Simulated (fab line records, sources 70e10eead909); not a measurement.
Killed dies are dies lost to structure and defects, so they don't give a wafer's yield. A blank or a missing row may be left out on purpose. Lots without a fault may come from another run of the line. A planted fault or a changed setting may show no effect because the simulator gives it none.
A struck lot beside a sound one | flow nand_harc | 41 steps out of a route of 1302
Sound: wafers L298.1, L298.2, L298.5. Struck: wafers L313.1, L313.4, L313.5. The cause comes at the end.
At each step with rows: each side's tool, then ch and its chambers, then its first start. Under that, the readings that differ: sound wafers | struck wafers | difference of the means | sigmas: that difference in standard deviations of wafers without a fault.
alike: readings whose means differ by less than 2 such deviations, and words and numbers that are the same on both sides. not compared: withheld readings, readings that some wafer has no value for, bounds like >300 that may hide the same value, and numbers for which the record gives no deviation and whose values overlap.
The two part at a step that has a row with sigmas, a row that says differs or no value, or rows on one side only. Numbers that don't overlap but have no deviation are shown without sigmas and don't part them. A reading that every wafer of one side lacks parts them only if that side has two wafers or more.

NHARC_P_GATE_STRIP_95: strips in O2.
  sound on plasma_asher-01 ch 0,1, day 6 01:26; struck on plasma_asher-01 ch 0,1, day 12 10:28
  alike: drypump_motor_current_A, heater_power_w
  not compared: rf_hours_counter_h
then, 3 steps without rows for these wafers: NHARC_P_GATE_STRIP_96 (strips in SPM, time 900 s); NHARC_P_GATE_RTA_64 (time 1 s); NHARC_P_GATE_ETCH_77 (etches SiO2 in dHF, target depth 6 nm).
NHARC_P_GATE_DEGAS_109: time 60 s.
  sound on pvd_sputter-03, day 6 02:19; struck on pvd_sputter-03, day 12 11:23
  alike: heater_power_w
then, 3 steps without rows for these wafers: NHARC_P_GATE_PRE_CLEAN_110 (time 30 s); NHARC_P_GATE_SPUTTER_78 (material Ni, target thk 10 nm); NHARC_P_GATE_SPUTTER_79 (material TiN, target thk 10 nm).
NHARC_P_GATE_RTA_80: time 30 s.
  sound on rtp_anneal-02 ch 0, day 6 02:37; struck on rtp_anneal-01 ch 0, day 12 11:41
  alike: wafer_temp_C_max
then, 1 step without rows for these wafers: NHARC_P_GATE_STRIP_67 (strips in SPM, time 600 s).
NHARC_P_GATE_RTA_82: time 30 s.
  sound on rtp_anneal-02 ch 0, day 6 03:04; struck on rtp_anneal-02 ch 0, day 12 12:08
  alike: lamp_power_pct, lamp_zone_6_pct, wafer_temp_C_max
NHARC_P_GATE_INSPECT_68:
  sound on defect_inspect-01, day 6 03:16; struck on defect_inspect-01, day 12 12:20
  alike: raw_defect_count
NHARC_P_CONTACT_DEP_30: deposits SiNx, target thk 30 nm.
  sound on pecvd-02 ch 0,2, day 6 03:20; struck on pecvd-02 ch 0,2, day 12 12:29
  alike: heater_power_w, rf_fwd_power_W
then, 13 steps without rows for these wafers: NHARC_P_CONTACT_DEP_00 (deposits SiO2, target thk 500 nm); NHARC_P_CONTACT_CMP_01 (polishes SiO2, target thk 200 nm); NHARC_P_CONTACT_SRD_03; NHARC_P_CONTACT_DEHYDRATE_04 (time 120 s); NHARC_P_CONTACT_HMDS_05 (time 30 s); NHARC_P_CONTACT_COAT_33 (time 75 s); NHARC_P_CONTACT_COAT_34 (time 65 s); NHARC_P_CONTACT_COAT_06 (resist thk 90 nm); NHARC_P_CONTACT_SOFTBAKE_07 (time 55 s); NHARC_P_CONTACT_EBR_08; NHARC_P_CONTACT_EXPOSE_09 (exposes mask P CA, target cd 90 nm); NHARC_P_CONTACT_PEB_10 (peb time 65 s); NHARC_P_CONTACT_DEVELOP_11 (develop time 35 s).
NHARC_P_CONTACT_CD_MEAS_12: target cd 90 nm.
  sound on cd_sem-02 ch 0, day 6 04:52; struck on cd_sem-02 ch 0, day 12 13:49
  reading    | sound          | struck         | difference | sigmas
  cd_nm (nm) | 88.6 89.3 89.2 | 91.0 90.6 89.3 | +1.3       | +2
NHARC_P_CONTACT_OVL_MEAS_13:
  sound on overlay-01, day 6 04:58; struck on overlay-02, day 12 13:54
  reading           | sound          | struck      | difference | sigmas
  overlay_x_nm (nm) | -1.0 -1.1 -1.3 | 0.3 0.7 1.1 | +1.8       | +2
  alike: overlay_y_nm
then, 5 steps without rows for these wafers: NHARC_P_CONTACT_DESCUM_17 (chemistry O2, time 3 s); NHARC_P_CONTACT_ETCH_35 (etches the open film in CF4, target depth 39 nm, time 65 s); NHARC_P_CONTACT_ETCH_36 (etches the open film in N2/H2, target depth 260 nm, time 406.25 s); NHARC_P_CONTACT_ETCH_18 (etches the open film in C4F8/O2/Ar, target depth 481 nm, time 240.5 s); NHARC_P_CONTACT_STRIP_37 (strips in C4F8/O2/Ar).
NHARC_P_CONTACT_ETCH_31: etches the open film in CH3F/O2, target depth 30 nm, time 85.7 s.
  sound on rie_diel-08 ch 1,2,3; struck on rie_diel-12 ch 2,3
  alike: drypump_motor_current_A, oes_product_au, rf_fwd_power_W, rf_vpp_V, showerhead_plenum_p_Torr, throttle_valve_pct
  not compared: rf_hours_counter_h
NHARC_P_CONTACT_CD_MEAS_19:
  sound on cd_sem-02, day 6 06:05; struck on cd_sem-03, day 12 14:52
  alike: cd_nm
then, 5 steps without rows for these wafers: NHARC_P_CONTACT_STRIP_28 (strips in O2); NHARC_P_CONTACT_STRIP_29 (strips in post etch residue remover, time 1200 s); NHARC_P_CONTACT_DEGAS_38 (time 60 s); NHARC_P_CONTACT_PRE_CLEAN_39 (time 19.5 s); NHARC_P_CONTACT_PVD_32 (deposits Ti, target thk 5 nm, time 17.7 s).
-- the record jumps here: 18 days lie between the struck wafers' starts before and after (it left off in module P_CONTACT and takes up again in module END, whose first step shown is number 1302 of the route) --
NHARC_END_SORT_01:
  the record has rows for the struck wafers here (prober-02 ch 0, day 30 21:40) and none for the sound ones

WHERE THEY PART
First at NHARC_P_CONTACT_CD_MEAS_12; last, within this record, at NHARC_END_SORT_01.

WHY: what the simulator had put in
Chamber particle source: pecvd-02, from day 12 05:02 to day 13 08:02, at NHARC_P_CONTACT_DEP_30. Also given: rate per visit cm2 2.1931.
